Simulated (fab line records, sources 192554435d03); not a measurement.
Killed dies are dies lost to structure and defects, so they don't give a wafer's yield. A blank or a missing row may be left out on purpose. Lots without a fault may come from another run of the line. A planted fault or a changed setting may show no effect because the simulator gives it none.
Chamber matching | flow n5_finfet | N5_BEOL_M0_SAQP_STRIP_108 on rie_diel-02: 4 sister chambers
The step strips in N2/H2. 4 wafers are shown with their chamber, then 10 later ones without.

WAFERS WITH THEIR CHAMBER
wafer  | chamber | showerhead_plenum_p_Torr (Torr)
L085.1 | 3       | 3.29
L085.3 | 0       | 3.45
L087.1 | 1       | 3.46
L087.5 | 2       | 3.35

WAFERS WITHOUT THEIR CHAMBER
wafer  | showerhead_plenum_p_Torr (Torr)
L087.6 | 3.28
L090.1 | 3.28
L090.3 | 3.34
L090.4 | 3.45
L091.1 | 3.44
L091.2 | 3.28
L091.6 | 3.44
L093.2 | 3.44
L093.5 | 3.44
L093.6 | 3.28

WHICH CHAMBER EACH WENT THROUGH
wafer  | from the rows above     | in truth
L087.6 | 3                       | 3
L090.1 | 3                       | 3
L090.3 | 2                       | 2
L090.4 | can't be placed: 0 or 1 | 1
L091.1 | can't be placed: 0 or 1 | 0
L091.2 | 3                       | 3
L091.6 | can't be placed: 0 or 1 | 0
L093.2 | can't be placed: 0 or 1 | 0
L093.5 | can't be placed: 0 or 1 | 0
L093.6 | 3                       | 3
Placed correctly: 5 of 10. Can't be placed from these rows: 5 (the true chamber is among the candidates in 5). Placed wrongly: 0.
How it was worked out, from the rows above alone: a wafer's distance from a chamber is the root of the sum, over the readings, of the square of ((its reading less the chamber's mean) divided by the reading's scatter). The wafer belongs to the nearest chamber; if the next one is less than 2 further off, it can't be placed. A chamber's mean is the mean of its shown wafers. The scatter: with one shown wafer a chamber, the root of the mean of the squares of how far each hidden wafer lies from its nearest shown one.
